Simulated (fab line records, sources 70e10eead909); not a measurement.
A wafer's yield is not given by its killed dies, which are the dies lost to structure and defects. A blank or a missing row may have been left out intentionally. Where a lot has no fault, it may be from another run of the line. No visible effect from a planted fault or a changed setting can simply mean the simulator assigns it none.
Which tool was responsible? :: flow nandHarc :: 18 wafers from 6 lots sampled at 5 of the route's 1302 steps

== WHAT THE GAUGES READ, wafer by wafer ==
NHARC_END_SORT_01.
lot: L187
measured: day 30 01:19
on: prober-01
killedAtArray: 134 113 140

== WHAT TOOL EACH LOT RAN ON (gives the tool, then ch and the chambers of the sampled wafers, and finally the start) ==
lot: L175
NHARC_A_CONTACT_ETCH_123: harCapEtch-03 ch 0,1, day 22 00:35
NHARC_THIN_TSV_DESCUM_14: rieDiel-07 ch 0,1,3, day 24 01:12
NHARC_THIN_TSV_ANNEAL_52: rtpAnneal-02 ch 0, day 24 05:43
NHARC_THIN_TSV_DESCUM_35: rieDiel-07 ch 2,3, day 24 07:43

lot: L177
NHARC_A_CONTACT_ETCH_123: harCapEtch-02 ch 0,1, day 23 06:46
NHARC_THIN_TSV_DESCUM_14: rieDiel-07 ch 0,1,2, day 25 13:49
NHARC_THIN_TSV_ANNEAL_52: rtpAnneal-01 ch 0, day 25 17:50
NHARC_THIN_TSV_DESCUM_35: rieDiel-11 ch 1,2,3, day 25 19:50

lot: L187
NHARC_A_CONTACT_ETCH_123: harCapEtch-03 ch 0,1, day 27 08:20
NHARC_THIN_TSV_DESCUM_14: rieDiel-11 ch 0,3, day 29 09:47
NHARC_THIN_TSV_ANNEAL_52: rtpAnneal-02 ch 0, day 29 13:37
NHARC_THIN_TSV_DESCUM_35: rieDiel-07 ch 0,1,2, day 29 15:33

lot: L193
NHARC_A_CONTACT_ETCH_123: harCapEtch-01 ch 0,1, day 28 19:08
NHARC_THIN_TSV_DESCUM_14: rieDiel-11 ch 0,1,2, day 30 21:11
NHARC_THIN_TSV_ANNEAL_52: rtpAnneal-02 ch 0, day 31 00:58
NHARC_THIN_TSV_DESCUM_35: rieDiel-09 ch 1,3, day 31 03:05

lot: L194
NHARC_A_CONTACT_ETCH_123: harCapEtch-02 ch 0,1, day 29 22:50
NHARC_THIN_TSV_DESCUM_14: rieDiel-09 ch 0,1,2, day 32 02:36
NHARC_THIN_TSV_ANNEAL_52: rtpAnneal-01 ch 0, day 32 06:32
NHARC_THIN_TSV_DESCUM_35: rieDiel-11 ch 1,2, day 32 08:29

lot: L197
NHARC_A_CONTACT_ETCH_123: harCapEtch-01 ch 0,1, day 31 01:24
NHARC_THIN_TSV_DESCUM_14: rieDiel-07 ch 0,1,2, day 33 06:03
NHARC_THIN_TSV_ANNEAL_52: rtpAnneal-01 ch 0, day 33 10:08
NHARC_THIN_TSV_DESCUM_35: rieDiel-09 ch 0,1, day 33 12:14
- NHARC_A_CONTACT_ETCH_123: etches the open film in C4F8/O2/Ar, time 490 s, target depth 2110 nm.
- NHARC_THIN_TSV_DESCUM_14: chemistry O2, time 3 s.
- NHARC_THIN_TSV_ANNEAL_52: time 90 s.
- NHARC_THIN_TSV_DESCUM_35: chemistry O2, time 3 s.

== THE ANSWER, worked out from the rows above alone ==
Rule: usual is defined by the lots themselves. The widest of any qualifying gaps counts: lots, ordered by their means at a reading, are off when they make up no more than a third of the lots, leave a main group of 4 or more, and stand apart from it by 3 or more times the standard deviation of that group's means. If all means in a main group match to the digits the tables above print for the reading, that group is not used. A lot without any number at a reading at which 4 lots or more have one is off too. All remaining lots with rows at the step are treated as sound.
No lot is off at any reading shown: from this, nothing can be told.

== WHAT HAD BEEN PUT IN BY THE SIMULATOR ==
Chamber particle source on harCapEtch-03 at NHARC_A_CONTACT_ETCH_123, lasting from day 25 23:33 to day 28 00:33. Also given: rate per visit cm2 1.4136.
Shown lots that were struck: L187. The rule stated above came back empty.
